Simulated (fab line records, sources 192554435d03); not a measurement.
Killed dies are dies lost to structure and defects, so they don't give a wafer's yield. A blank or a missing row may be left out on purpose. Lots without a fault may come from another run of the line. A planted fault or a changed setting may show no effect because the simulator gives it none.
Which tool did it? | flow n5_finfet | 12 lots, 36 wafers sampled, at 1 step of a route of 1938

WHAT THE GAUGES READ, wafer by wafer
N5_ILD0_THK_MEAS_08.
lot  | measured    | on            | thk_nm (nm)
L075 | day 3 22:55 | film_metro-02 | 136.6 140.8 138.8
L077 | day 4 09:56 | film_metro-01 | 140.5 139.1 140.8
L079 | day 5 04:49 | film_metro-01 | 138.1 138.7 139.5
L081 | day 5 13:38 | film_metro-02 | 138.8 137.5 141.1
L083 | day 5 21:19 | film_metro-02 | 137.9 140.4 140.0
L085 | day 6 09:52 | film_metro-02 | 140.1 141.9 141.3
L087 | day 6 19:23 | film_metro-02 | 139.7 140.2 140.5
L089 | day 7 15:16 | film_metro-01 | 137.6 139.3 139.9
L092 | day 8 01:24 | film_metro-01 | 139.2 140.7 139.6
L093 | day 8 08:49 | film_metro-02 | 137.3 138.9 137.9
L095 | day 9 04:38 | film_metro-02 | 139.4 137.5 140.7
L096 | day 9 19:36 | film_metro-02 | 138.0 140.6 140.0

WHICH TOOL RAN EACH LOT (tool, then ch and the chambers of the sampled wafers, then the start)
The record holds no process step before these readings.

THE ANSWER, worked out from the rows above alone
Rule: what is usual is taken from the lots themselves. Put in order of their means at a reading, lots are off if they are a third of the lots or fewer, leave a main group of 4 or more, and stand apart from it by a gap of 3 or more times the standard deviation of the main group's means; of several such gaps the widest counts. A main group whose means are all the same, to the digits that the tables above print for the reading, isn't used. A lot without any number at a reading at which 4 lots or more have one is off too. The other lots that the step has rows for count as sound.
No lot is off at any reading shown: from this, nothing can be told.

WHAT THE SIMULATOR HAD PUT IN
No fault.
